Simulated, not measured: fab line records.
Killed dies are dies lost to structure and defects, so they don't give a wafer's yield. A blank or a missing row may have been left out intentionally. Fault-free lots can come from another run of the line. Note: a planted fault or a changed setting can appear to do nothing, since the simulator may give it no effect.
Tool commonality check | flow nandHarc | Lots sampled 2, wafers sampled 6

## WHAT PROMPTED THE OPENING
At NHARC_END_SORT_01 the reading killedAtPeriphery is flagged on 2 of 2 lots. No-fault wafers: 3.0, standard deviation 2.5.
Rule: flag the lot when none of its wafers has a number, or when each of its wafers that has one lies beyond 4 standard deviations from that mean. As for the other lots, they are considered sound.

lot  | measured     | on        | killedAtPeriphery, wafer by wafer | flag
L174 | day 23 13:57 | prober-02 | 643 646 652                       | FLAGGED
L175 | day 23 22:06 | prober-02 | 645 651 644                       | FLAGGED
On average the flagged lots read 646.8, which is +643.8 against the usual, or +99 or more standard deviations.

## LOT BY LOT: THE TOOL USED
The record holds 2 process steps before the reading, out of a route of 1159 steps. In each cell: the tool, then ch and the chambers that the sampled wafers went through, then the start.
lot  | flag    | NHARC_P_ZERO_WELL_RTA_42       | NHARC_P_GATE_CVD_17
L174 | FLAGGED | rtpAnneal-02 ch 0, day 6 07:07 | lpcvdPoly-04, day 9 00:37
L175 | FLAGGED | rtpAnneal-02 ch 0, day 6 12:47 | lpcvdPoly-04, day 9 00:37
What is done by these steps:
- NHARC_P_ZERO_WELL_RTA_42: time 300 s.
- NHARC_P_GATE_CVD_17: deposits poly-Si, target thk 150 nm, time 900 s.
- NHARC_END_SORT_01

## FLAGGED OVER TOTAL, TOOL BY TOOL (the gauges that took the reading come last)
step                     | tool         | lots run | flagged | share of the flagged lots | sound lots run after its first flagged lot
NHARC_P_ZERO_WELL_RTA_42 | rtpAnneal-02 | 2        | 2       | all                       | 0
NHARC_P_GATE_CVD_17      | lpcvdPoly-04 | 2        | 2       | all                       | 0
NHARC_END_SORT_01        | prober-02    | 2        | 2       | all                       | 0

## WHAT THE TABLE ALLOWS
Every flagged lot was run by 3 rows of the table: rtpAnneal-02 at NHARC_P_ZERO_WELL_RTA_42, lpcvdPoly-04 at NHARC_P_GATE_CVD_17 and prober-02 at NHARC_END_SORT_01.
- rtpAnneal-02 at NHARC_P_ZERO_WELL_RTA_42: 2 of its 2 lots flagged. Because this sample shows no sound lot run on it before its first flagged lot, the start cannot be pinned down more closely.
- lpcvdPoly-04 at NHARC_P_GATE_CVD_17: 2 of its 2 lots flagged. Because this sample shows no sound lot run on it before its first flagged lot, the start cannot be pinned down more closely.
- prober-02 at NHARC_END_SORT_01: 2 of its 2 lots flagged. Because this sample shows no sound lot run on it before its first flagged lot, the start cannot be pinned down more closely.
A lot count leaves these 3 tools indistinguishable: every one of them fits a fault beginning at some hour. More lots, or a look at what each step does to the wafer, might.

## WHAT THE SIMULATOR HAD PUT IN
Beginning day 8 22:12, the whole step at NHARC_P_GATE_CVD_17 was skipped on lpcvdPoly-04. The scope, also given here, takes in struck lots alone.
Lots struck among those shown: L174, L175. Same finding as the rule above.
